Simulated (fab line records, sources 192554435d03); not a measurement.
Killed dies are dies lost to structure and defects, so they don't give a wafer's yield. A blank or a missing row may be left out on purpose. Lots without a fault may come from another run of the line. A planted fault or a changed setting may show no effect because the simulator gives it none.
Which tool did it? | flow n5_finfet | 9 lots, 27 wafers sampled, at 6 steps of a route of 1938

WHAT THE GAUGES READ, wafer by wafer
N5_FIN_SAQP_CD_MEAS_16: target cd 35.6 nm.
lot  | measured    | on        | cd_nm (nm)
L367 | day 1 21:32 | cd_sem-03 | 35.5 35.4 35.2
L368 | day 2 03:17 | cd_sem-02 | 35.1 35.5 35.6
L369 | day 2 09:43 | cd_sem-01 | 35.5 35.6 35.5
L372 | day 3 05:21 | cd_sem-01 | 35.8 35.8 35.3
L376 | day 4 03:10 | cd_sem-03 | 35.8 35.3 35.7
L379 | day 4 21:27 | cd_sem-03 | 35.7 31.6 35.2
L387 | day 6 22:34 | cd_sem-03 | 35.9 36.5 35.4
L389 | day 7 09:48 | cd_sem-01 | 35.9 35.9 36.0
L390 | day 7 15:40 | cd_sem-01 | 35.7 35.3 35.7

N5_FIN_SAQP_OVL_MEAS_17.
lot  | measured    | on         | FIN_CORE_OVL (nm)
L367 | day 1 21:35 | overlay-01 | 0.0 1.0 -0.3
L368 | day 2 03:20 | overlay-02 | -0.1 -1.0 -0.5
L369 | day 2 09:45 | overlay-02 | 0.5 -0.4 -1.1
L372 | day 3 05:23 | overlay-01 | 0.8 1.5 0.6
L376 | day 4 03:12 | overlay-01 | -1.2 1.3 0.5
L379 | day 4 21:29 | overlay-02 | 0.1 1.6 -0.4
L387 | day 6 22:37 | overlay-01 | -1.3 0.9 -2.7
L389 | day 7 09:50 | overlay-01 | 0.4 0.0 -1.3
L390 | day 7 15:41 | overlay-02 | 0.0 -0.7 -1.5

N5_BEOL_M4_RC_MEAS_101.
lot  | measured     | on        | DIBL_N (mV/V)  | DIBL_P (mV/V)  | IOFF_N (nA/um)    | IOFF_P (nA/um)    | ION_N (uA/um) | ION_P (uA/um) | SS_N (mV/dec)  | SS_P (mV/dec)  | VT_N (mV)   | VT_P (mV)
L367 | day 9 06:28  | prober-01 | 35.5 38.7 37.8 | 32.1 36.9 35.6 | 0.117 0.175 0.158 | 0.181 0.263 0.238 | 667 674 680   | 459 463 465   | 71.3 72.3 72.1 | 73.0 73.6 74.2 | 259 249 251 | -252.0 -247.5 -249.4
L368 | day 9 10:19  | prober-01 | 36.4 34.4 35.7 | 38.4 36.0 37.3 | 0.172 0.147 0.159 | 0.220 0.183 0.201 | 680 676 680   | 464 466 463   | 71.4 71.8 71.4 | 73.1 73.3 73.2 | 248 251 252 | -247.6 -254.1 -251.3
L369 | day 10 06:00 | prober-02 | 34.5 35.7 35.5 | 34.8 36.9 37.1 | 0.139 0.163 0.166 | 0.180 0.217 0.213 | 663 672 678   | 453 459 462   | 71.0 71.0 71.6 | 72.3 73.5 73.3 | 252 248 248 | -248.9 -248.0 -248.4
L372 | day 10 07:53 | prober-01 | 33.9 35.9 34.0 | 35.1 38.1 34.8 | 0.142 0.189 0.141 | 0.200 0.241 0.192 | 676 688 663   | 467 465 462   | 71.2 72.3 70.7 | 72.2 73.4 72.0 | 248 245 251 | -251.3 -246.9 -251.6
L376 | day 11 09:09 | prober-01 | 36.8 36.9 35.2 | 37.6 37.7 36.0 | 0.161 0.157 0.137 | 0.204 0.212 0.183 | 683 670 667   | 463 457 458   | 71.3 71.6 71.2 | 72.9 73.1 73.0 | 250 253 253 | -250.2 -247.6 -249.6
L379 | day 11 17:19 | prober-01 | 35.0 36.0 35.3 | 35.1 36.3 35.5 | 0.130 0.140 0.128 | 0.182 0.199 0.185 | 666 671 659   | 459 462 457   | 71.2 71.7 71.4 | 72.8 74.3 74.0 | 252 253 255 | -256.3 -251.6 -253.3
L387 | day 14 03:29 | prober-02 | 35.8 34.8 35.5 | 35.7 34.3 35.9 | 0.152 0.131 0.142 | 0.211 0.188 0.224 | 673 672 673   | 468 465 467   | 71.3 71.2 71.6 | 73.6 73.3 73.2 | 252 251 252 | -248.7 -250.2 -248.7
L389 | day 14 15:42 | prober-02 | 37.2 36.8 35.9 | 38.6 37.0 35.9 | 0.187 0.166 0.152 | 0.259 0.228 0.212 | 685 671 675   | 477 465 467   | 72.3 72.1 71.6 | 73.5 74.1 73.8 | 246 248 249 | -249.3 -249.0 -250.1
L390 | day 15 06:20 | prober-02 | 37.0 35.1 36.8 | 38.0 36.5 38.2 | 0.164 0.139 0.174 | 0.233 0.205 0.235 | 669 669 676   | 468 465 467   | 71.6 71.4 71.8 | 73.6 72.4 72.8 | 250 252 249 | -249.7 -248.6 -249.1

WHICH TOOL RAN EACH LOT (tool, then ch and the chambers of the sampled wafers, then the start)
lot  | N5_FIN_SAQP_PEB_14               | N5_FIN_SAQP_DESCUM_21             | N5_FIN_SAQP_MANDREL_ETCH_22
L367 | litho_track-04 ch 0, day 1 21:28 | rie_diel-02 ch 0,3, day 1 21:38   | rie_si-05 ch 0,1, day 1 21:55
L368 | litho_track-01 ch 0, day 2 03:13 | rie_diel-03 ch 1,2,3, day 2 03:37 | rie_si-04 ch 0,1,3, day 2 03:55
L369 | litho_track-01 ch 0, day 2 09:39 | rie_diel-02 ch 0,1, day 2 11:09   | rie_si-04 ch 1,2,3, day 2 11:26
L372 | litho_track-04 ch 0, day 3 05:17 | rie_diel-02 ch 0,3, day 3 05:51   | rie_si-04 ch 0,1,3, day 3 06:08
L376 | litho_track-03 ch 0, day 4 03:06 | rie_diel-02 ch 0,3, day 4 03:16   | rie_si-06 ch 0,1, day 4 03:32
L379 | litho_track-04 ch 0, day 4 21:23 | rie_diel-05 ch 0,1,2, day 4 21:33 | rie_si-04 ch 0,2,3, day 4 21:50
L387 | litho_track-03 ch 0, day 6 22:30 | rie_diel-03 ch 1,2,3, day 6 22:40 | rie_si-05 ch 2,3, day 6 22:57
L389 | litho_track-03 ch 0, day 7 09:44 | rie_diel-02 ch 0,1,3, day 7 09:55 | rie_si-06 ch 0,1,2, day 7 10:11
L390 | litho_track-01 ch 0, day 7 15:35 | rie_diel-02 ch 0,3, day 7 15:45   | rie_si-06 ch 1,2,3, day 7 16:02
- N5_FIN_SAQP_PEB_14: peb time 60 s.
- N5_FIN_SAQP_DESCUM_21: chemistry O2, time 7.9 s.
- N5_FIN_SAQP_MANDREL_ETCH_22: etches a-Si in HBr/Cl2, stops on SiNx, target depth 60 nm, bt time 10 s, time 30 s.

WHAT THE TOOLS THEMSELVES READ (means of the sampled wafers that have a number; where no wafer has one, the mark that the record gives instead)
N5_FIN_SAQP_DESCUM_21.
lot  | tool        | bias_power_w (W) | drypump_motor_current_A (A) | oes_product_au (a.u.) | rf_fwd_power_W (W) | rf_vpp_V (V) | showerhead_plenum_p_Torr (Torr) | throttle_valve_pct (%)
L367 | rie_diel-02 | 19.98            | 6.1                         | 0.81                  | 49.26              | 244.0        | 2.20                            | 20.37
L368 | rie_diel-03 | 20.01            | 6.2                         | 0.75                  | 49.30              | 243.4        | 2.09                            | 20.44
L369 | rie_diel-02 | 20.02            | 5.4                         | 0.72                  | 49.53              | 243.8        | 2.10                            | 20.52
L372 | rie_diel-02 | 20.00            | 5.9                         | 0.84                  | 49.50              | 244.6        | 2.20                            | 20.43
L376 | rie_diel-02 | 19.96            | 5.9                         | 0.83                  | 49.25              | 244.5        | 2.20                            | 20.45
L379 | rie_diel-05 | 20.03            | 5.5                         | 0.81                  | 49.46              | 244.3        | 2.14                            | 20.31
L387 | rie_diel-03 | 20.02            | 6.2                         | 0.81                  | 49.31              | 244.4        | 2.16                            | 20.36
L389 | rie_diel-02 | 19.93            | 5.7                         | 0.82                  | 49.47              | 243.6        | 2.14                            | 20.42
L390 | rie_diel-02 | 19.98            | 6.0                         | 0.77                  | 49.33              | 244.9        | 2.18                            | 20.44

N5_FIN_SAQP_MANDREL_ETCH_22.
lot  | tool      | drypump_motor_current_A (A) | oes_product_au (a.u.) | rf_fwd_power_W (W) | throttle_valve_pct (%)
L367 | rie_si-05 | 5.9                         | 0.780                 | 795.2              | 35.61
L368 | rie_si-04 | 5.7                         | 0.782                 | 794.0              | 35.12
L369 | rie_si-04 | 5.9                         | 0.781                 | 795.7              | 35.40
L372 | rie_si-04 | 5.7                         | 0.777                 | 796.4              | 35.13
L376 | rie_si-06 | 5.2                         | 0.758                 | 791.8              | 35.35
L379 | rie_si-04 | 5.9                         | 0.778                 | 795.7              | 35.39
L387 | rie_si-05 | 6.3                         | 0.764                 | 796.6              | 35.28
L389 | rie_si-06 | 5.6                         | 0.772                 | 793.7              | 35.28
L390 | rie_si-06 | 5.7                         | 0.770                 | 792.5              | 35.19

THE ANSWER, worked out from the rows above alone
Rule: what is usual is taken from the lots themselves. Put in order of their means at a reading, lots are off if they are a third of the lots or fewer, leave a main group of 4 or more, and stand apart from it by a gap of 3 or more times the standard deviation of the main group's means; of several such gaps the widest counts. A main group whose means are all the same, to the digits that the tables above print for the reading, isn't used. A lot without any number at a reading at which 4 lots or more have one is off too. The other lots that the step has rows for count as sound. The gauges are gone through in route order, then the tools' own readings, and for those a lot's mean is taken as printed above. The first step at which some lot is off is used, and at that step the reading that is off furthest; a lot without a number counts as furthest.
Off: L379, at N5_FIN_SAQP_CD_MEAS_16 (cd_nm). The main group: mean 35.6 nm, standard deviation 0.2.
A tool fits if, at a process step before that reading, it ran every lot that is off, and no sound lot after the first of them. The gauges at N5_FIN_SAQP_CD_MEAS_16 aren't tried: what is off there is off at N5_BEOL_M4_RC_MEAS_101 too, on other tools, and a gauge's error can't cause that. One fits: litho_track-04 at N5_FIN_SAQP_PEB_14. Its last sound lot is L372 (day 3 05:17), its first lot that is off L379 (day 4 21:23): a fault that began between those two fits.

WHAT THE SIMULATOR HAD PUT IN
Process parameter drift: litho_track-04, from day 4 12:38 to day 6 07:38, at N5_FIN_SAQP_PEB_14. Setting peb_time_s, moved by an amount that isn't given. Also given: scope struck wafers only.
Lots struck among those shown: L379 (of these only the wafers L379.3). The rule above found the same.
